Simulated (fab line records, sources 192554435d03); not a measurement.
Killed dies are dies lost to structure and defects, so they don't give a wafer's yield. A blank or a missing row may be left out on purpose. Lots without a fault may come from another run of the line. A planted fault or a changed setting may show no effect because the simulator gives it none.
Chamber matching | flow n5_finfet | N5_FIN_CUT_STRIP_24 on rie_diel-03: 4 sister chambers
The step strips in CF4. 14 wafers are shown with their chamber, then 7 later ones without.

WAFERS WITH THEIR CHAMBER
wafer  | chamber | drypump_motor_current_A (A) | showerhead_plenum_p_Torr (Torr) | oes_product_au (a.u.)
L075.1 | 0       | 5.3                         | 1.82                            | 0.83
L075.2 | 2       | 6.6                         | 1.79                            | 0.74
L075.4 | 1       | 5.8                         | 1.76                            | 0.70
L076.2 | 2       | 6.6                         | 1.79                            | 0.74
L076.3 | 0       | 5.3                         | 1.82                            | 0.84
L076.4 | 1       | 5.8                         | 1.76                            | 0.70
L082.3 | 0       | 5.3                         | 1.82                            | 0.83
L082.4 | 2       | 6.6                         | 1.79                            | 0.73
L082.6 | 0       | 5.3                         | 1.82                            | 0.83
L089.2 | 3       | 6.4                         | 1.87                            | 0.71
L089.4 | 1       | 5.9                         | 1.75                            | 0.68
L089.6 | 1       | 5.8                         | 1.75                            | 0.69
L093.1 | 3       | 6.5                         | 1.87                            | 0.71
L093.5 | 2       | 6.6                         | 1.78                            | 0.72

SIGNATURES (means of the wafers above)
reading                  | chamber 0 | chamber 1 | chamber 2 | chamber 3 | scatter within a chamber
drypump_motor_current_A  | 5.300     | 5.825     | 6.600     | 6.450     | 0.0354
showerhead_plenum_p_Torr | 1.8200    | 1.7550    | 1.7875    | 1.8700    | 0.00418
oes_product_au           | 0.8325    | 0.6925    | 0.7325    | 0.7100    | 0.00791
Rule: a wafer's distance from a chamber is the root of the sum, over the readings, of the square of ((its reading less the chamber's mean) divided by the reading's scatter). The wafer belongs to the nearest chamber; if the next one is less than 2 further off, it can't be placed. The scatter: the root of (the sum of the squares of (reading less its chamber's mean) over the shown wafers, divided by (wafers less chambers)).

WAFERS WITHOUT THEIR CHAMBER
wafer  | drypump_motor_current_A (A) | showerhead_plenum_p_Torr (Torr) | oes_product_au (a.u.)
L093.6 | 6.4                         | 1.87                            | 0.71
L094.2 | 6.4                         | 1.87                            | 0.70
L094.3 | 6.6                         | 1.78                            | 0.72
L094.5 | 6.4                         | 1.87                            | 0.71
L097.2 | 5.3                         | 1.81                            | 0.80
L097.4 | 6.6                         | 1.78                            | 0.72
L097.5 | 5.8                         | 1.75                            | 0.97

WHICH CHAMBER EACH WENT THROUGH
wafer  | from the rows above | in truth
L093.6 | 3                   | 3
L094.2 | 3                   | 3
L094.3 | 2                   | 2
L094.5 | 3                   | 3
L097.2 | 0                   | 0
L097.4 | 2                   | 2
L097.5 | 0                   | 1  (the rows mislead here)
Placed correctly: 6 of 7. Can't be placed from these rows: 0. Placed wrongly: 1.
